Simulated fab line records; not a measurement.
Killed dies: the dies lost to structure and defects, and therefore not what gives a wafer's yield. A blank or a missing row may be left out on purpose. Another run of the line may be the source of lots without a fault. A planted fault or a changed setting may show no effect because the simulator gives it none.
Split-lot experiment    flow n5-finfet    7 lots, 21 wafers read, on a route of 1938 steps

## SPLIT DETAILS
At N5_BEOL_M15_COAT_22 (resist thk 800 nm), the setting spin-rpm was moved away from the recipe's 1704 rpm on 7 of the 21 wafers read, by -9.9% to +7.9%. This setting was run at the recipe's value on the other wafers.

The reading comes from the split's own step.

## THE READING
coat_of_BEOL_M15_COAT_22.thk-nm (the simulator's own value, which no gauge read), in nm, at N5_BEOL_M15_COAT_22 (resist thk 800 nm). The file gives no usual value for it. Across the 14 wafers here that went through the recipe, the average is 801.2 nm and the standard deviation 2.3 nm.

wafer   tool, chamber at the split  spin-rpm as run, rpm  against the recipe  coat_of_BEOL_M15_COAT_22.thk-nm, nm  against lot-mates on the recipe
L075.1  litho-track-04, 0           1704                  recipe              802.4                                -
L075.2  litho-track-04, 0           1839                  +7.9%               773.2                                -29.2
L075.4  litho-track-04, 0           1839                  +7.9%               770.6                                -31.8
L083.2  litho-track-02, 0           1704                  recipe              798.4                                -
L083.5  litho-track-02, 0           1814                  +6.5%               775.6                                -24.8
L083.6  litho-track-02, 0           1704                  recipe              802.4                                -
L081.1  litho-track-01, 0           1789                  +5.0%               781                                  -19.2
L081.3  litho-track-01, 0           1789                  +5.0%               781.6                                -18.6
L081.6  litho-track-01, 0           1704                  recipe              800.2                                -
L084.1  litho-track-04, 0           1704                  recipe              799                                  -
L084.2  litho-track-04, 0           1704                  recipe              798                                  -
L084.4  litho-track-04, 0           1704                  recipe              797.2                                -
L085.4  litho-track-04, 0           1704                  recipe              803                                  -
L085.5  litho-track-04, 0           1704                  recipe              803.6                                -
L085.6  litho-track-04, 0           1704                  recipe              802.2                                -
L089.3  litho-track-01, 0           1535                  -9.9%               844                                  +45.0
L089.4  litho-track-01, 0           1704                  recipe              799                                  -
L089.5  litho-track-01, 0           1535                  -9.9%               841                                  +42.0
L091.1  litho-track-01, 0           1704                  recipe              802.8                                -
L091.3  litho-track-01, 0           1704                  recipe              804.2                                -
L091.5  litho-track-01, 0           1704                  recipe              804                                  -

THE FIT
A straight line over all 21 wafers: coat_of_BEOL_M15_COAT_22.thk-nm changes by -3.99 nm for each +1% of spin-rpm; r = -0.99; the points scatter about the line by 2.3 nm.
The same after taking each lot's own level away (the mean of its wafers on the recipe; 21 wafers): -4.12 nm for each +1%; r = -1.00; scatter 1.5 nm.
On that fit, the largest move of spin-rpm shifts the reading by 41 nm.
Across the lots, their own levels run from 798.07 to 803.67 nm, a range of 2.4 times the standard deviation given above.
The two slopes agree, so the slope changes little with the lot-to-lot level.
Check: +39.9 nm against its lot-mates is what the line predicts for one of the wafers moved furthest among these (-9.9%) when that wafer is left out of the fit. It came out at +45 nm against them.

## OTHER SPLITS APPLIED TO THESE WAFERS
These wafers also went through other splits before the reading. Each is held against what the fit with the lots' levels taken away leaves over:
other split on the same wafers       wafers away from the commonest value  r with coat_of_BEOL_M15_COAT_22.thk-nm (lot level and that fit taken away)
N5_BEOL_M10_TRENCH_ETCH_37 source-w  7                                     +0.26
N5_BEOL_M10_ETCH_41 source-w         12                                    -0.11
N5_BEOL_M11_PECVD_70 temp-c          8                                     -0.08
N5_BEOL_M11_COAT_05 spin-rpm         9                                     -0.01
N5_BEOL_M12_CMP_49 down-force-psi    6                                     -0.22
N5_BEOL_M13_COAT_58 spin-rpm         4                                     +0.24
N5_BEOL_M14_PEB_08 peb-time-s        8                                     -0.02
N5_BEOL_M14_ETCH_59 time-s           8                                     +0.10

## THE FILE'S OWN FIT
coat_of_BEOL_M15_COAT_22.thk-nm changes by -4.07 nm for each +1% of spin-rpm, r = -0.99.
